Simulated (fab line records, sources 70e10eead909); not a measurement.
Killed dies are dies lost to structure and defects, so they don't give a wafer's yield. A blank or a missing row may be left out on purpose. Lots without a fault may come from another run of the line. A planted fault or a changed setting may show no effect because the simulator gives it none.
Chamber matching | flow nand_harc | NHARC_A_CHANNEL_FILL_D1_ETCHBACK_19 on rie_si-02: 4 sister chambers
The step etches the open film in HBr/Cl2, target depth 5 nm, time 1.7 s. 4 wafers are shown with their chamber, then 10 later ones without.

WAFERS WITH THEIR CHAMBER
wafer  | chamber | drypump_motor_current_A (A)
L587.2 | 3       | 5.1
L587.4 | 0       | 5.5
L588.1 | 2       | 5.2
L588.4 | 1       | 6.1

WAFERS WITHOUT THEIR CHAMBER
wafer  | drypump_motor_current_A (A)
L588.5 | 6.1
L589.1 | 5.1
L589.3 | 6.1
L589.5 | 6.2
L592.2 | 6.2
L592.3 | 5.5
L592.4 | 5.1
L594.1 | 5.5
L594.3 | 5.1
L594.6 | 5.2

WHICH CHAMBER EACH WENT THROUGH
wafer  | from the rows above | in truth
L588.5 | 1                   | 1
L589.1 | 3                   | 3
L589.3 | 1                   | 1
L589.5 | 1                   | 1
L592.2 | 1                   | 1
L592.3 | 0                   | 0
L592.4 | 3                   | 3
L594.1 | 0                   | 0
L594.3 | 3                   | 3
L594.6 | 2                   | 2
Placed correctly: 10 of 10. Can't be placed from these rows: 0. Placed wrongly: 0.
How it was worked out, from the rows above alone: a wafer's distance from a chamber is the root of the sum, over the readings, of the square of ((its reading less the chamber's mean) divided by the reading's scatter). The wafer belongs to the nearest chamber; if the next one is less than 2 further off, it can't be placed. A chamber's mean is the mean of its shown wafers. The scatter: with one shown wafer a chamber, the root of the mean of the squares of how far each hidden wafer lies from its nearest shown one.
